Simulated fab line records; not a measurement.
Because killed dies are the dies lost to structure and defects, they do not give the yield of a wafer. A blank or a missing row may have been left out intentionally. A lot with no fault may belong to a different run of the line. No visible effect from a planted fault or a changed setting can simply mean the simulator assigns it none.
Matching of chambers | flow nandHarc | pecvd-02 running NHARC_P_M2_PRE_CLEAN_32: 3 sister chambers
The step time 12 s. 18 wafers are shown with their chamber, then 9 later ones without.

== WAFERS, EACH WITH ITS CHAMBER ==
wafer  | chamber | heaterPowerW (W)
L074.2 | 1       | 655
L074.3 | 0       | 812
L074.6 | 0       | 806
L075.1 | 1       | 597
L075.4 | 1       | 588
L075.5 | 0       | 722
L080.4 | 2       | 741
L080.5 | 0       | 711
L080.6 | 1       | 559
L082.1 | 0       | 690
L082.2 | 2       | 723
L082.4 | 1       | 585
L086.3 | 1       | 589
L086.4 | 2       | 700
L086.5 | 1       | 588
L089.1 | 2       | 661
L089.2 | 1       | 646
L089.3 | 0       | 724

SIGNATURES (means of the wafers above)
reading      | chamber 0 | chamber 1 | chamber 2 | scatter within a chamber
heaterPowerW | 744.17    | 600.88    | 706.25    | 40.3
Rule: a wafer lies at a distance from a chamber equal to the root of the sum of squares, over the readings, of (its reading less the chamber's mean, divided by the reading's scatter). If the next closest chamber is less than 2 further off than the closest, the wafer can't be placed; otherwise it belongs to the closest. How the scatter is found: for the shown wafers, subtract from each reading the mean of its chamber, square and add these, divide the total by (wafers less chambers), then take the root.

== WAFERS WITHOUT THEIR CHAMBER ==
wafer  | heaterPowerW (W)
L088.1 | 683
L088.4 | 790
L088.5 | 678
L091.3 | 832
L091.4 | 607
L091.6 | 672
L097.2 | 734
L097.3 | 621
L097.5 | 728

== THE CHAMBER EACH PASSED THROUGH ==
wafer  | from the rows above          | in truth
L088.1 | can't be placed: 2 or 0 or 1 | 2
L088.4 | can't be placed: 0 or 2      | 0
L088.5 | can't be placed: 2 or 0 or 1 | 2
L091.3 | can't be placed: 0 or 2      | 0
L091.4 | 1                            | 1
L091.6 | can't be placed: 2 or 1 or 0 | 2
L097.2 | can't be placed: 0 or 2      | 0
L097.3 | can't be placed: 1 or 2      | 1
L097.5 | can't be placed: 0 or 2      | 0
Correct placement for 1 of the 9. Cannot be placed on the basis of these rows: 8; the candidates contain the true chamber in 8. Wrongly placed: 0.
